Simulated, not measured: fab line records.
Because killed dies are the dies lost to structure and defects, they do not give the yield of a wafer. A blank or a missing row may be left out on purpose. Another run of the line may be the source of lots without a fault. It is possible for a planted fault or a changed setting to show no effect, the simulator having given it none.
fab line records | flow n5_finfet
[record] lots = 7 | wafers = 39
route steps=1938 shown BEOL_M8@1332 BEOL_M11@1536 BEOL_M13@1692 PASSIVATION@1910
start_h: hours from the record's first day to the start of the lot's first wafer shown | wait_h: time in hours since the lot's previous step | " unchanged from the row above | L1.1+2: several wafers, shown together as one row | - value missing, or start not given | * or withheld: withheld | < > ~ a bound
route shown NAME@n: a module of which the file shows steps, and the number in the route of the first | usual: mean/standard deviation of fault-free wafers | same: alike in all rows | chamber/n: place in a boat | sites: per-site readings | _std_site: standard deviation of those values | _edge_site: mean of outer sites minus mean of inner sites | radius_mm: for every site, how far away it sits from the centre of the wafer | mask NAME#n: copy n | behind: the most recent tool/chamber to have shaped the wafer | hold: cause of the lot's hold/its duration in hours/its outcome | device: names the non-switching transistor (n, p or np) | end of line: tests run on the same wafers once the route is complete | where a step has no rows: the recipe by itself | killed: dies lost to structure and defects at the first sort, not the wafer's yield | map: a wafer's dies, x killed, . not, _ none there
set.NAME: setting as actually run; set.NAME@STEP: the setting as run at that earlier step | model.NAME: the simulator's own value behind a step, which no gauge read
one table per step and one row per wafer, for lots whose settings were changed on purpose
[[steps]]
[step N5_BEOL_M8_ILD_DEP_00]
[recipe] material = SiCOH_lowk | target_thk_a = 1797.5 | temp_c = 300 | precursor = DEMS/porogen | pressure_torr = 5 | rf_w = 500 | time_s = 33.4
lot.wafer | tool     | chamber | start_h | wait_h | set.target_thk_a | model.SiCOH_lowk_of_BEOL_M8_ILD_DEP_00.thk_nm
L081.1    | pecvd-01 | 2       | 228.62  | 0.0    | 1797.5           | 180.4
L081.2    | "        | 1       | "       | "      | 860.7            | 84.8
L081.3    | "        | 0       | "       | "      | 860.7            | 82.6
L081.4    | "        | 1       | "       | "      | 1797.5           | 182.2
L081.5    | "        | 2       | "       | "      | 1797.5           | 182.4
L081.6    | "        | 0       | "       | "      | 860.7            | 84.6
L079.1    | pecvd-02 | 2       | 231.61  | 0.0    | 1797.5           | 180.8
L079.3    | "        | 1       | "       | "      | 1797.5           | 179.8
L079.6    | "        | 2       | "       | "      | 1797.5           | 181.6
L084.1    | pecvd-01 | 2       | 259.18  | 0.0    | 1797.5           | 181.8
L084.2    | "        | 1       | "       | "      | 1797.5           | 178.8
L084.3    | "        | 0       | "       | "      | 1797.5           | 175.8
L084.4    | "        | 0       | "       | "      | 1797.5           | 178.4
L084.5    | "        | 1       | "       | "      | 1797.5           | 179
L084.6    | "        | 2       | "       | "      | 1797.5           | 181.2
L085.1    | pecvd-02 | 1       | 275.67  | 0.0    | 955.8            | 97.4
L085.2    | "        | 0       | "       | "      | 1797.5           | 180.6
L085.3    | "        | 2       | "       | "      | 955.8            | 96.4
L085.4    | "        | 2       | "       | "      | 955.8            | 99.4
L085.5    | "        | 0       | "       | "      | 1797.5           | 183.6
L085.6    | "        | 1       | "       | "      | 1797.5           | 183.4
L091.1    | pecvd-01 | 0       | 288.69  | 0.0    | 1797.5           | 176.4
L091.2    | "        | 2       | "       | "      | 2657             | 266.6
L091.3    | "        | 1       | "       | "      | 2657             | 263.8
L091.4    | "        | 1       | "       | "      | 2657             | 264.6
L091.5    | "        | 2       | "       | "      | 1797.5           | 184.2
L091.6    | "        | 0       | "       | "      | 1797.5           | 176.6
L088.1    | pecvd-04 | 2       | 297.73  | 0.0    | 1797.5           | 178.4
L088.2    | "        | 0       | "       | "      | 1797.5           | 178.6
L088.3    | "        | 0       | "       | "      | 2722             | 275.2
L088.4    | "        | 2       | "       | "      | 2722             | 272.6
L088.5    | "        | 2       | "       | "      | 2722             | 273.4
L088.6    | "        | 0       | "       | "      | 1797.5           | 183.4
L095.1    | pecvd-01 | 0       | 338.64  | 0.0    | 1797.5           | 178.6
L095.2    | "        | 2       | "       | "      | 1797.5           | 178.2
L095.3    | "        | 1       | "       | "      | 722.3            | 68.6
L095.4+6  | "        | 0,1     | "       | "      | 722.3            | 71.8
L095.5    | "        | 2       | "       | "      | 1797.5           | 183
[step N5_BEOL_M8_CURE_74]
[recipe] temp_c = 385 | time_s = 240 | ambient = He/Ar | material = SiCOH_lowk
lot.wafer | tool       | chamber | start_h | wait_h | set.target_thk_a@BEOL_M8_ILD_DEP_00 | model.SiCOH_lowk_of_BEOL_M8_ILD_DEP_00.thk_nm
L081.1    | uv_cure-01 | 0       | 229.21  | 0.6    | 1797.5                              | 155.6
L081.2    | "          | 0       | "       | "      | 860.7                               | 72.8
L081.3    | "          | 0       | "       | "      | 860.7                               | 70.8
L081.4    | "          | 0       | "       | "      | 1797.5                              | 157
L081.5    | "          | 0       | "       | "      | 1797.5                              | 157.4
L081.6    | "          | 0       | "       | "      | 860.7                               | 72.6
L079.1    | uv_cure-03 | 0       | 231.68  | 0.0    | 1797.5                              | 155.8
L079.3    | "          | 0       | "       | "      | 1797.5                              | 155.2
L079.6    | "          | 0       | "       | "      | 1797.5                              | 156.6
L084.1    | uv_cure-01 | 1       | 259.39  | 0.2    | 1797.5                              | 156.8
L084.2    | "          | 1       | "       | "      | 1797.5                              | 154
L084.3    | "          | 1       | "       | "      | 1797.5                              | 151.6
L084.4    | "          | 1       | "       | "      | 1797.5                              | 153.8
L084.5    | "          | 1       | "       | "      | 1797.5                              | 154.4
L084.6    | "          | 1       | "       | "      | 1797.5                              | 156.2
L085.1    | uv_cure-03 | 2       | 275.73  | 0.0    | 955.8                               | 83.6
L085.2    | "          | 2       | "       | "      | 1797.5                              | 155.8
L085.3    | "          | 2       | "       | "      | 955.8                               | 82.6
L085.4    | "          | 2       | "       | "      | 955.8                               | 85.2
L085.5    | "          | 2       | "       | "      | 1797.5                              | 158.4
L085.6    | "          | 2       | "       | "      | 1797.5                              | 158.2
L091.1    | uv_cure-02 | 1       | 288.97  | 0.3    | 1797.5                              | 152
L091.2    | "          | 1       | "       | "      | 2657                                | 231
L091.3    | "          | 1       | "       | "      | 2657                                | 228.6
L091.4    | "          | 1       | "       | "      | 2657                                | 229.4
L091.5    | "          | 1       | "       | "      | 1797.5                              | 158.8
L091.6    | "          | 1       | "       | "      | 1797.5                              | 152.2
L088.1    | uv_cure-03 | 2       | 298.15  | 0.4    | 1797.5                              | 153.8
L088.2    | "          | 2       | "       | "      | 1797.5                              | 154
L088.3    | "          | 2       | "       | "      | 2722                                | 238.6
L088.4    | "          | 2       | "       | "      | 2722                                | 236.2
L088.5    | "          | 2       | "       | "      | 2722                                | 237
L088.6    | "          | 2       | "       | "      | 1797.5                              | 158.2
L095.1    | uv_cure-03 | 1       | 338.71  | 0.0    | 1797.5                              | 154
L095.2    | "          | 1       | "       | "      | 1797.5                              | 153.8
L095.3    | "          | 1       | "       | "      | 722.3                               | 58.6
L095.4    | "          | 1       | "       | "      | 722.3                               | 61.4
L095.5    | "          | 1       | "       | "      | 1797.5                              | 157.8
L095.6    | "          | 1       | "       | "      | 722.3                               | 61.6
[step N5_BEOL_M8_THK_MEAS_01]
[recipe] reads = SiCOH_lowk_of_BEOL_M8_ILD_DEP_00
[usual] M8_ILD_THK = 155.5/2.4
lot.wafer | tool          | chamber | start_h | wait_h | set.target_thk_a@BEOL_M8_ILD_DEP_00 | M8_ILD_THK[nm]
L081.1    | film_metro-02 | -       | 229.72  | 0.4    | 1797.5                              | 155.6
L081.2    | "             | -       | "       | "      | 860.7                               | 72.7
L081.3    | "             | -       | "       | "      | 860.7                               | 70.8
L081.4    | "             | -       | "       | "      | 1797.5                              | 157.1
L081.5    | "             | -       | "       | "      | 1797.5                              | 157.4
L081.6    | "             | -       | "       | "      | 860.7                               | 72.6
L079.1    | film_metro-02 | -       | 232.19  | 0.4    | 1797.5                              | 155.8
L079.3    | "             | -       | "       | "      | 1797.5                              | 155.1
L079.6    | "             | -       | "       | "      | 1797.5                              | 156.5
L084.1    | film_metro-02 | -       | 260.39  | 0.8    | 1797.5                              | 156.8
L084.2    | "             | -       | "       | "      | 1797.5                              | 154.0
L084.3    | "             | -       | "       | "      | 1797.5                              | 151.5
L084.4    | "             | -       | "       | "      | 1797.5                              | 153.8
L084.5    | "             | -       | "       | "      | 1797.5                              | 154.3
L084.6    | "             | -       | "       | "      | 1797.5                              | 156.2
L085.1    | film_metro-02 | -       | 276.73  | 0.8    | 955.8                               | 83.5
L085.2    | "             | -       | "       | "      | 1797.5                              | 155.8
L085.3    | "             | -       | "       | "      | 955.8                               | 82.7
L085.4    | "             | -       | "       | "      | 955.8                               | 85.2
L085.5    | "             | -       | "       | "      | 1797.5                              | 158.4
L085.6    | "             | -       | "       | "      | 1797.5                              | 158.2
L091.1    | film_metro-02 | -       | 289.48  | 0.4    | 1797.5                              | 152.0
L091.2    | "             | -       | "       | "      | 2657                                | 231.0
L091.3    | "             | -       | "       | "      | 2657                                | 228.6
L091.4    | "             | -       | "       | "      | 2657                                | 229.2
L091.5    | "             | -       | "       | "      | 1797.5                              | 158.9
L091.6    | "             | -       | "       | "      | 1797.5                              | 152.2
L088.1    | film_metro-01 | -       | 298.66  | 0.4    | 1797.5                              | 153.8
L088.2    | "             | -       | "       | "      | 1797.5                              | 154.0
L088.3    | "             | -       | "       | "      | 2722                                | 238.5
L088.4    | "             | -       | "       | "      | 2722                                | 236.2
L088.5    | "             | -       | "       | "      | 2722                                | 237.0
L088.6    | "             | -       | "       | "      | 1797.5                              | 158.2
L095.1    | film_metro-01 | -       | 339.22  | 0.4    | 1797.5                              | 153.9
L095.2    | "             | -       | "       | "      | 1797.5                              | 153.7
L095.3    | "             | -       | "       | "      | 722.3                               | 58.7
L095.4    | "             | -       | "       | "      | 722.3                               | 61.5
L095.5    | "             | -       | "       | "      | 1797.5                              | 158.0
L095.6    | "             | -       | "       | "      | 722.3                               | 61.6
[step N5_BEOL_M11_ILD_DEP_00]
[recipe] material = SiCOH_lowk | target_thk_a = 3085.1 | temp_c = 300 | precursor = DEMS/porogen | pressure_torr = 5 | rf_w = 500 | time_s = 58
lot.wafer | tool     | chamber | start_h | wait_h | set.target_thk_a | model.SiCOH_lowk_of_BEOL_M11_ILD_DEP_00.thk_nm
L079.1    | pecvd-03 | 1       | 254.15  | 0.0    | 3085.1           | 309.2
L079.3    | "        | 0       | "       | "      | 3085.1           | 303.4
L079.6    | "        | 0       | "       | "      | 3085.1           | 306.8
L081.1    | pecvd-04 | 2       | 256.49  | 0.0    | 3085.1           | 305.2
L081.2    | "        | 1       | "       | "      | 3085.1           | 308.4
L081.3    | "        | 0       | "       | "      | 3085.1           | 301.2
L081.4    | "        | 2       | "       | "      | 3085.1           | 308.8
L081.5    | "        | 1       | "       | "      | 3085.1           | 313.4
L081.6    | "        | 0       | "       | "      | 3085.1           | 307.6
L084.1    | pecvd-04 | 1       | 284.81  | 0.0    | 4926             | 484.2
L084.2    | "        | 2       | "       | "      | 3085.1           | 303.2
L084.3    | "        | 0       | "       | "      | 4926             | 481.2
L084.4    | "        | 1       | "       | "      | 3085.1           | 307
L084.5    | "        | 0       | "       | "      | 4926             | 491.2
L084.6    | "        | 2       | "       | "      | 3085.1           | 308.2
L085.1    | pecvd-03 | 1       | 302.18  | 0.0    | 4016             | 395
L085.2    | "        | 0       | "       | "      | 3085.1           | 307.4
L085.3    | "        | 2       | "       | "      | 3085.1           | 307.6
L085.4    | "        | 1       | "       | "      | 3085.1           | 310
L085.5    | "        | 0       | "       | "      | 4016             | 400
L085.6    | "        | 2       | "       | "      | 4016             | 408
L091.1    | pecvd-02 | 2       | 315.00  | 0.0    | 4143             | 407.8
L091.2    | "        | 0       | "       | "      | 4143             | 409.6
L091.3    | "        | 1       | "       | "      | 3085.1           | 302
L091.4    | "        | 1       | "       | "      | 3085.1           | 307.8
L091.5    | "        | 0       | "       | "      | 3085.1           | 311.8
L091.6    | "        | 2       | "       | "      | 4143             | 417
L088.1    | pecvd-02 | 2       | 320.06  | 0.0    | 3085.1           | 305.8
L088.2    | "        | 1       | "       | "      | 1569             | 156.2
L088.3    | "        | 0       | "       | "      | 1569             | 157.2
L088.4    | "        | 2       | "       | "      | 3085.1           | 315.8
L088.5    | "        | 1       | "       | "      | 1569             | 160.2
L088.6    | "        | 0       | "       | "      | 3085.1           | 311
L095.1    | pecvd-02 | 2       | 371.05  | 0.0    | 3085.1           | 304
L095.2    | "        | 0       | "       | "      | 3085.1           | 303
L095.3    | "        | 1       | "       | "      | 3085.1           | 304.4
L095.4    | "        | 1       | "       | "      | 3085.1           | 310.6
L095.5+6  | "        | 0,2     | "       | "      | 3085.1           | 311
[step N5_BEOL_M11_CURE_71]
[recipe] temp_c = 385 | time_s = 240 | ambient = He/Ar | material = SiCOH_lowk
lot.wafer | tool       | chamber | start_h | wait_h | set.target_thk_a@BEOL_M11_ILD_DEP_00 | model.SiCOH_lowk_of_BEOL_M11_ILD_DEP_00.thk_nm
L079.1    | uv_cure-01 | 2       | 254.23  | 0.0    | 3085.1                               | 268.6
L079.3    | "          | 2       | "       | "      | 3085.1                               | 263.6
L079.6    | "          | 2       | "       | "      | 3085.1                               | 266.4
L081.1    | uv_cure-03 | 2       | 256.56  | 0.0    | 3085.1                               | 265
L081.2    | "          | 2       | "       | "      | 3085.1                               | 268
L081.3    | "          | 2       | "       | "      | 3085.1                               | 261.6
L081.4    | "          | 2       | "       | "      | 3085.1                               | 268.4
L081.5    | "          | 2       | "       | "      | 3085.1                               | 272.4
L081.6    | "          | 2       | "       | "      | 3085.1                               | 267.2
L084.1    | uv_cure-01 | 1       | 284.88  | 0.0    | 4926                                 | 424.8
L084.2    | "          | 1       | "       | "      | 3085.1                               | 263.4
L084.3    | "          | 1       | "       | "      | 4926                                 | 422
L084.4    | "          | 1       | "       | "      | 3085.1                               | 266.8
L084.5    | "          | 1       | "       | "      | 4926                                 | 431
L084.6    | "          | 1       | "       | "      | 3085.1                               | 267.8
L085.1    | uv_cure-03 | 2       | 302.26  | 0.0    | 4016                                 | 344.8
L085.2    | "          | 2       | "       | "      | 3085.1                               | 267
L085.3    | "          | 2       | "       | "      | 3085.1                               | 267.2
L085.4    | "          | 2       | "       | "      | 3085.1                               | 269.4
L085.5    | "          | 2       | "       | "      | 4016                                 | 349.2
L085.6    | "          | 2       | "       | "      | 4016                                 | 356.4
L091.1    | uv_cure-01 | 0       | 315.08  | 0.1    | 4143                                 | 356.2
L091.2    | "          | 0       | "       | "      | 4143                                 | 357.8
L091.3    | "          | 0       | "       | "      | 3085.1                               | 262.2
L091.4    | "          | 0       | "       | "      | 3085.1                               | 267.4
L091.5    | "          | 0       | "       | "      | 3085.1                               | 271
L091.6    | "          | 0       | "       | "      | 4143                                 | 364.4
L088.1    | uv_cure-02 | 0       | 320.37  | 0.3    | 3085.1                               | 265.6
L088.2    | "          | 0       | "       | "      | 1569                                 | 134.6
L088.3    | "          | 0       | "       | "      | 1569                                 | 135.2
L088.4    | "          | 0       | "       | "      | 3085.1                               | 274.6
L088.5    | "          | 0       | "       | "      | 1569                                 | 138
L088.6    | "          | 0       | "       | "      | 3085.1                               | 270.2
L095.1    | uv_cure-02 | 2       | 371.12  | 0.0    | 3085.1                               | 264
L095.2    | "          | 2       | "       | "      | 3085.1                               | 263.2
L095.3    | "          | 2       | "       | "      | 3085.1                               | 264.4
L095.4    | "          | 2       | "       | "      | 3085.1                               | 269.8
L095.5+6  | "          | 2       | "       | "      | 3085.1                               | 270.2
[step N5_BEOL_M11_THK_MEAS_01]
[recipe] reads = SiCOH_lowk_of_BEOL_M11_ILD_DEP_00
[usual] M11_ILD_THK = 268/3.5
lot.wafer | tool          | chamber | start_h | wait_h | set.target_thk_a@BEOL_M11_ILD_DEP_00 | M11_ILD_THK[nm]
L079.1    | film_metro-01 | -       | 254.74  | 0.4    | 3085.1                               | 269
L079.3    | "             | -       | "       | "      | 3085.1                               | 264
L079.6    | "             | -       | "       | "      | 3085.1                               | 267
L081.1    | film_metro-02 | -       | 257.56  | 0.8    | 3085.1                               | 265
L081.2    | "             | -       | "       | "      | 3085.1                               | 268
L081.3    | "             | -       | "       | "      | 3085.1                               | 261
L081.4    | "             | -       | "       | "      | 3085.1                               | 268
L081.5    | "             | -       | "       | "      | 3085.1                               | 272
L081.6    | "             | -       | "       | "      | 3085.1                               | 267
L084.1    | film_metro-02 | -       | 285.40  | 0.4    | 4926                                 | 425
L084.2    | "             | -       | "       | "      | 3085.1                               | 263
L084.3    | "             | -       | "       | "      | 4926                                 | 422
L084.4    | "             | -       | "       | "      | 3085.1                               | 267
L084.5    | "             | -       | "       | "      | 4926                                 | 431
L084.6    | "             | -       | "       | "      | 3085.1                               | 268
L085.1    | film_metro-01 | -       | 302.77  | 0.4    | 4016                                 | 345
L085.2    | "             | -       | "       | "      | 3085.1                               | 267
L085.3    | "             | -       | "       | "      | 3085.1                               | 267
L085.4    | "             | -       | "       | "      | 3085.1                               | 269
L085.5    | "             | -       | "       | "      | 4016                                 | 349
L085.6    | "             | -       | "       | "      | 4016                                 | 357
L091.1    | film_metro-01 | -       | 316.07  | 0.8    | 4143                                 | 356
L091.2    | "             | -       | "       | "      | 4143                                 | 358
L091.3    | "             | -       | "       | "      | 3085.1                               | 262
L091.4    | "             | -       | "       | "      | 3085.1                               | 267
L091.5    | "             | -       | "       | "      | 3085.1                               | 271
L091.6    | "             | -       | "       | "      | 4143                                 | 364
L088.1    | film_metro-01 | -       | 320.88  | 0.4    | 3085.1                               | 266
L088.2    | "             | -       | "       | "      | 1569                                 | 134
L088.3    | "             | -       | "       | "      | 1569                                 | 135
L088.4    | "             | -       | "       | "      | 3085.1                               | 275
L088.5    | "             | -       | "       | "      | 1569                                 | 138
L088.6    | "             | -       | "       | "      | 3085.1                               | 270
L095.1    | film_metro-01 | -       | 371.64  | 0.4    | 3085.1                               | 264
L095.2    | "             | -       | "       | "      | 3085.1                               | 263
L095.3    | "             | -       | "       | "      | 3085.1                               | 264
L095.4    | "             | -       | "       | "      | 3085.1                               | 270
L095.5    | "             | -       | "       | "      | 3085.1                               | 270
L095.6    | "             | -       | "       | "      | 3085.1                               | 270
[step N5_BEOL_M13_DESCUM_33]
[recipe] chemistry = O2 | time_s = 7.9 | source_power_w = 50 | bias_power_w = 20 | pressure_mtorr = 20 | rf_frequency_hz = 2.712e+07 | temp_c = 40 | o2_flow_sccm = 225
lot.wafer        | tool        | chamber     | start_h | wait_h | set.time_s
L079.1+3+6       | rie_diel-02 | 1,2,2       | 270.64  | 0.0    | 7.9
L081.1+3+5       | rie_diel-02 | 0,1,1       | 281.58  | 0.0    | 7.9
L081.2+4+6       | "           | 2,3,0       | "       | "      | 10.45
L084.1+2+6       | rie_diel-02 | 2,0,3       | 303.48  | 0.0    | 7.9
L084.3+4+5       | "           | 3,1,2       | "       | "      | 12.29
L085.1+3+6       | rie_diel-01 | 2,3,3       | 316.42  | 0.6    | 7.9
L085.2+4+5       | "           | 1,0,2       | "       | "      | 4.921
L091.1+4+6       | rie_diel-03 | 0,1,0       | 330.88  | 0.1    | 7.9
L091.2+3+5       | "           | 2,1,2       | "       | "      | 9.738
L088.1+2+5       | rie_diel-03 | 2,1,0       | 335.24  | 0.1    | 7.9
L088.3+4+6       | "           | 0,1,2       | "       | "      | 10.19
L095.1+2+3+4+5+6 | rie_diel-03 | 3,0,1,2,3,2 | 387.42  | 0.0    | 7.9
[step N5_BEOL_M13_ETCH_67]
[recipe] chemistry = CF4 | target = SiARC | target_depth_a = 1430 | time_s = 238.3 | ion_energy_ev = 80 | pressure_mtorr = 40 | source_w = 545 | bias_w = 36 | Ar_flow_sccm = 100 | cf4_flow_sccm = 100 | ends = cleared
lot.wafer | tool        | chamber | start_h | wait_h | set.time_s@BEOL_M13_DESCUM_33 | model.coat_of_BEOL_M13_COAT_22.thk_nm
L079.1    | rie_diel-02 | 1       | 270.68  | 0.0    | 7.9                           | 210.4
L079.3+6  | "           | 2       | "       | "      | 7.9                           | 211.2
L081.1    | rie_diel-02 | 0       | 281.61  | 0.0    | 7.9                           | 210.4
L081.2    | "           | 2       | "       | "      | 10.45                         | 209.6
L081.3    | "           | 1       | "       | "      | 7.9                           | 210.2
L081.4    | "           | 3       | "       | "      | 10.45                         | 209
L081.5    | "           | 1       | "       | "      | 7.9                           | 210.6
L081.6    | "           | 0       | "       | "      | 10.45                         | 208.8
L084.1    | rie_diel-02 | 2       | 303.51  | 0.0    | 7.9                           | 211.2
L084.2    | "           | 0       | "       | "      | 7.9                           | 211.6
L084.3    | "           | 3       | "       | "      | 12.29                         | 209.4
L084.4    | "           | 1       | "       | "      | 12.29                         | 209
L084.5    | "           | 2       | "       | "      | 12.29                         | 209.2
L084.6    | "           | 3       | "       | "      | 7.9                           | 210.8
L085.1    | rie_diel-01 | 2       | 316.46  | 0.0    | 7.9                           | 211.4
L085.2    | "           | 1       | "       | "      | 4.921                         | 213
L085.3    | "           | 3       | "       | "      | 7.9                           | 210.8
L085.4    | "           | 0       | "       | "      | 4.921                         | 212.4
L085.5    | "           | 2       | "       | "      | 4.921                         | 212.6
L085.6    | "           | 3       | "       | "      | 7.9                           | 212
L091.1    | rie_diel-03 | 0       | 330.91  | 0.0    | 7.9                           | 212
L091.2+3  | "           | 2,1     | "       | "      | 9.738                         | 211.8
L091.4+6  | "           | 1,0     | "       | "      | 7.9                           | 212.2
L091.5    | "           | 2       | "       | "      | 9.738                         | 210.8
L088.1    | rie_diel-03 | 2       | 335.27  | 0.0    | 7.9                           | 211.2
L088.2    | "           | 1       | "       | "      | 7.9                           | 210.8
L088.3+4  | "           | 0,1     | "       | "      | 10.19                         | 210
L088.5    | "           | 0       | "       | "      | 7.9                           | 211.4
L088.6    | "           | 2       | "       | "      | 10.19                         | 209.6
L095.1+5  | rie_diel-03 | 3       | 387.45  | 0.0    | 7.9                           | 211.8
L095.2+4  | "           | 0,2     | "       | "      | 7.9                           | 211
L095.3    | "           | 1       | "       | "      | 7.9                           | 210.6
L095.6    | "           | 2       | "       | "      | 7.9                           | 211.2
[step N5_BEOL_M13_DEP_53]
[recipe] material = SiCN | target_thk_a = 500 | temp_c = withheld | precursor = 3MS/NH3 | pressure_torr = 3 | rf_w = 675 | time_s = 17.8
lot.wafer | tool     | chamber | start_h | wait_h | set.time_s | model.SiCN_of_BEOL_M13_DEP_53.thk_nm
L079.1    | pecvd-01 | 1       | 278.78  | 0.0    | 17.8       | 49.8
L079.3    | "        | 0       | "       | "      | 17.8       | 50.4
L079.6    | "        | 1       | "       | "      | 17.8       | 51.2
L081.1    | pecvd-03 | 2       | 284.94  | 0.0    | 22.4       | 61.4
L081.2    | "        | 1       | "       | "      | 22.4       | 63
L081.3+6  | "        | 0,2     | "       | "      | 17.8       | 50
L081.4    | "        | 1       | "       | "      | 22.4       | 63.6
L081.5    | "        | 0       | "       | "      | 17.8       | 50.8
L084.1    | pecvd-01 | 1       | 307.64  | 0.0    | 14.33      | 40.8
L084.2+3  | "        | 0,2     | "       | "      | 17.8       | 49.8
L084.4    | "        | 0       | "       | "      | 14.33      | 41.2
L084.5    | "        | 1       | "       | "      | 14.33      | 42
L084.6    | "        | 2       | "       | "      | 17.8       | 50.8
L085.1    | pecvd-02 | 1       | 323.05  | 0.0    | 17.8       | 49.8
L085.2+3  | "        | 0,2     | "       | "      | 17.8       | 49.2
L085.4    | "        | 0       | "       | "      | 17.8       | 50
L085.5    | "        | 1       | "       | "      | 17.8       | 50.6
L085.6    | "        | 2       | "       | "      | 17.8       | 50.2
L091.1+2  | pecvd-01 | 1,2     | 333.64  | 0.0    | 17.8       | 50.6
L091.3    | "        | 0       | "       | "      | 20.8       | 59.2
L091.4    | "        | 2       | "       | "      | 17.8       | 51
L091.5    | "        | 0       | "       | "      | 20.8       | 59.6
L091.6    | "        | 1       | "       | "      | 20.8       | 59.4
L088.1    | pecvd-02 | 0       | 337.79  | 0.0    | 25.39      | 69.8
L088.2+3  | "        | 2,1     | "       | "      | 17.8       | 50.2
L088.4    | "        | 1       | "       | "      | 25.39      | 72.4
L088.5    | "        | 0       | "       | "      | 25.39      | 71.4
L088.6    | "        | 2       | "       | "      | 17.8       | 50.4
L095.1    | pecvd-02 | 0       | 393.90  | 0.0    | 17.8       | 49.6
L095.2    | "        | 1       | "       | "      | 17.8       | 50.4
L095.3    | "        | 2       | "       | "      | 21.72      | 60.2
L095.4    | "        | 0       | "       | "      | 21.72      | 61
L095.5    | "        | 1       | "       | "      | 21.72      | 61.8
L095.6    | "        | 2       | "       | "      | 17.8       | 49.8
[step N5_PASSIVATION_ETCH_59]
[recipe] chemistry = Cl2/BCl3 | target = TaN | target_depth_a = 650 | time_s = 34.9 | ion_energy_ev = 100 | pressure_mtorr = 10 | icp_w = 900 | bias_w = 100 | Cl2_flow_sccm = 60 | bcl3_flow_sccm = 30
lot.wafer | tool         | chamber | start_h | wait_h | set.time_s | model.etch.depth_nm
L079.1    | rie_metal-03 | 1       | 311.61  | 0.3    | 34.9       | 69.26
L079.3    | "            | 0       | "       | "      | 34.9       | 65.08
L079.6    | "            | 1       | "       | "      | 34.9       | 69.47
L081.1    | rie_metal-02 | 0       | 318.11  | 0.3    | 34.9       | 64.59
L081.2    | "            | 1       | "       | "      | 34.9       | 65.91
L081.3    | "            | 1       | "       | "      | 34.9       | 65.4
L081.4    | "            | 0       | "       | "      | 29.57      | 54.43
L081.5    | "            | 1       | "       | "      | 29.57      | 55.67
L081.6    | "            | 0       | "       | "      | 29.57      | 54.16
L084.1    | rie_metal-01 | 1       | 333.78  | 0.3    | 55.19      | 99.4
L084.2    | "            | 0       | "       | "      | 34.9       | 65.98
L084.3    | "            | 0       | "       | "      | 34.9       | 66.22
L084.4    | "            | 1       | "       | "      | 55.19      | 98.83
L084.5    | "            | 1       | "       | "      | 34.9       | 62.54
L084.6    | "            | 0       | "       | "      | 55.19      | 104
L085.1    | rie_metal-03 | 0       | 346.52  | 0.3    | 20.93      | 39.35
L085.2    | "            | 1       | "       | "      | 20.93      | 41.26
L085.3    | "            | 1       | "       | "      | 34.9       | 68.51
L085.4    | "            | 0       | "       | "      | 34.9       | 66.02
L085.5    | "            | 1       | "       | "      | 34.9       | 68.79
L085.6    | "            | 0       | "       | "      | 20.93      | 39.27
L091.1    | rie_metal-03 | 0       | 362.85  | 0.3    | 28.05      | 52.56
L091.2    | "            | 1       | "       | "      | 34.9       | 69.14
L091.3    | "            | 0       | "       | "      | 34.9       | 65.62
L091.4    | "            | 1       | "       | "      | 28.05      | 55.1
L091.5    | "            | 0       | "       | "      | 28.05      | 52.77
L091.6    | "            | 1       | "       | "      | 34.9       | 68.64
L088.1    | rie_metal-02 | 1       | 370.07  | 0.3    | 34.9       | 66.08
L088.2+5  | "            | 0       | "       | "      | 34.9       | 64.81
L088.3    | "            | 1       | "       | "      | 34.9       | 65.87
L088.4    | "            | 0       | "       | "      | 34.9       | 65.02
L088.6    | "            | 1       | "       | "      | 34.9       | 65.93
L095.1    | rie_metal-02 | 0       | 413.06  | 0.3    | 34.9       | 65.19
L095.2    | "            | 1       | "       | "      | 34.9       | 65.97
L095.3    | "            | 0       | "       | "      | 34.9       | 64.48
L095.4    | "            | 1       | "       | "      | 34.9       | 66.07
L095.5    | "            | 1       | "       | "      | 34.9       | 66.05
L095.6    | "            | 0       | "       | "      | 34.9       | 65.35
[[key]]
[split] step = N5_BEOL_M8_ILD_DEP_00 | setting = target_thk_a | stated = 1797.5 | by = wafer
[response] step = N5_BEOL_M8_ILD_DEP_00 | reading = model.SiCOH_lowk_of_BEOL_M8_ILD_DEP_00.thk_nm | change = +1.83 | per = 1% | r = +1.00
[response] step = N5_BEOL_M8_CURE_74 | reading = model.SiCOH_lowk_of_BEOL_M8_ILD_DEP_00.thk_nm | change = +1.59 | per = 1% | r = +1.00
[response] step = N5_BEOL_M8_THK_MEAS_01 | reading = M8_ILD_THK | change = +1.59 | per = 1% | r = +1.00
[split] step = N5_BEOL_M11_ILD_DEP_00 | setting = target_thk_a | stated = 3085.1 | by = wafer
[response] step = N5_BEOL_M11_ILD_DEP_00 | reading = model.SiCOH_lowk_of_BEOL_M11_ILD_DEP_00.thk_nm | change = +3.05 | per = 1% | r = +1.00
[response] step = N5_BEOL_M11_CURE_71 | reading = model.SiCOH_lowk_of_BEOL_M11_ILD_DEP_00.thk_nm | change = +2.7 | per = 1% | r = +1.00
[response] step = N5_BEOL_M11_THK_MEAS_01 | reading = M11_ILD_THK | change = +2.7 | per = 1% | r = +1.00
[split] step = N5_BEOL_M13_DESCUM_33 | setting = time_s | stated = 7.9 | by = wafer
[response] step = N5_BEOL_M13_ETCH_67 | reading = model.coat_of_BEOL_M13_COAT_22.thk_nm | change = -0.0363 | per = 1% | r = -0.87
[split] step = N5_BEOL_M13_DEP_53 | setting = time_s | stated = 17.8 | by = wafer
[response] step = N5_BEOL_M13_DEP_53 | reading = model.SiCN_of_BEOL_M13_DEP_53.thk_nm | change = +0.488 | per = 1% | r = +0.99
[split] step = N5_PASSIVATION_ETCH_59 | setting = time_s | stated = 34.9 | by = wafer
[response] step = N5_PASSIVATION_ETCH_59 | reading = model.etch.depth_nm | change = +0.65 | per = 1% | r = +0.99
